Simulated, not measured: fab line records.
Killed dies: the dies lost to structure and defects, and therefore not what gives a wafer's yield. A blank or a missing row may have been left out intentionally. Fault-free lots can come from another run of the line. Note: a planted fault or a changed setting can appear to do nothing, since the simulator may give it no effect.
Split-lot experiment	flow n5 finfet	39 wafers read from 7 lots, route of 1938 steps

## ON THE SPLIT
At N5_DUMMY_GATE_ETCH_32 (etches SiO2 in CF4, target depth 3.5 nm, time 3.9 s), the setting time s was moved away from the recipe's 3.9 s on 15 of the 39 wafers read, by -22.9% to +22.7%. For the rest of the wafers, this setting stayed at what the recipe calls for.

The reading is taken at the split's own step.

## THE READING
etch.depth nm (the simulator's own value, which no gauge read), in nm, at N5_DUMMY_GATE_ETCH_32 (etches SiO2 in CF4, target depth 3.5 nm, time 3.9 s). There is no usual value for it anywhere in the file. The 24 wafers here that ran the recipe average 3.485 nm, standard deviation 0.15 nm.

wafer	tool, chamber at the split	time s as run, s	against the recipe	etch.depth nm, nm	against lot-mates on the recipe
L074.1	rie si-03, 1	3.9	recipe	3.218	-
L074.5	rie si-03, 1	3.9	recipe	3.219	-
L074.6	rie si-03, 0	3.9	recipe	3.575	-
L076.1	rie si-03, 2	3.007	-22.9%	2.795	-0.673
L076.2	rie si-03, 0	3.9	recipe	3.602	-
L076.3	rie si-03, 1	3.9	recipe	3.245	-
L076.4	rie si-03, 3	3.007	-22.9%	2.602	-0.866
L076.5	rie si-03, 3	3.007	-22.9%	2.602	-0.866
L076.6	rie si-03, 0	3.9	recipe	3.558	-
L077.1	rie si-03, 3	4.427	+13.5%	3.819	+0.333
L077.2	rie si-03, 1	4.427	+13.5%	3.697	+0.211
L077.3	rie si-03, 0	3.9	recipe	3.613	-
L077.4	rie si-03, 2	3.9	recipe	3.587	-
L077.5	rie si-03, 0	4.427	+13.5%	4.081	+0.595
L077.6	rie si-03, 1	3.9	recipe	3.259	-
L081.1	rie si-03, 1	4.765	+22.2%	4.014	+0.490
L081.2	rie si-03, 2	4.765	+22.2%	4.443	+0.919
L081.3	rie si-03, 0	3.9	recipe	3.634	-
L081.4	rie si-03, 3	4.765	+22.2%	4.198	+0.674
L081.5	rie si-03, 1	3.9	recipe	3.308	-
L081.6	rie si-03, 2	3.9	recipe	3.629	-
L088.1	rie si-06, 2	3.9	recipe	3.546	-
L088.2	rie si-06, 0	3.9	recipe	3.299	-
L088.3	rie si-06, 3	3.429	-12.1%	3.154	-0.265
L088.4	rie si-06, 1	3.9	recipe	3.412	-
L088.5	rie si-06, 0	3.429	-12.1%	2.904	-0.515
L088.6	rie si-06, 3	3.429	-12.1%	3.159	-0.260
L089.1	rie si-04, 0	3.9	recipe	3.581	-
L089.2	rie si-04, 3	3.9	recipe	3.604	-
L089.3	rie si-04, 1	4.784	+22.7%	4.458	+0.853
L089.4	rie si-04, 2	4.784	+22.7%	4.258	+0.653
L089.5	rie si-04, 3	3.9	recipe	3.631	-
L089.6	rie si-04, 2	4.784	+22.7%	4.249	+0.644
L097.1	rie si-06, 0	3.9	recipe	3.343	-
L097.2	rie si-06, 1	3.9	recipe	3.461	-
L097.3	rie si-06, 3	3.9	recipe	3.574	-
L097.4	rie si-06, 2	3.9	recipe	3.571	-
L097.5	rie si-06, 2	3.9	recipe	3.605	-
L097.6	rie si-06, 3	3.9	recipe	3.561	-

FIT RESULTS
A straight line over all 39 wafers: etch.depth nm changes by +0.0346 nm for each +1% of time s; r = +0.94; the points scatter about the line by 0.15 nm.
The same after taking each lot's own level away (the mean of its wafers on the recipe; 39 wafers): +0.032 nm for each +1%; r = +0.94; scatter 0.14 nm.
That fit puts the effect of the largest move of time s on the reading at 0.73 nm.
From 3.3373 to 3.6053 nm: that is the span of the lots' own levels, equal to 1.8 times the standard deviation above.
So the lot-to-lot level changes the slope little: the two slopes agree.
Check: for one of the wafers moved furthest among these (-22.9%), held out of the fit, the line's prediction against its lot-mates is -0.752 nm. Against them it came out at -0.673 nm.

## THESE WAFERS: OTHER SPLITS
Note: prior to the reading, these wafers also went through further splits. Each is held against what the fit with the lots' levels taken away leaves over:
other split on the same wafers	wafers away from the commonest value	r with etch.depth nm (lot level and that fit taken away)
N5_FIN_CUT_CUT_ETCH_15 time s	15	+0.10
N5_DUMMY_GATE_ETCH_37 source w	12	-0.06

## FILE'S OWN FIT
etch.depth nm changes by +0.0319 nm for each +1% of time s, r = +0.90.
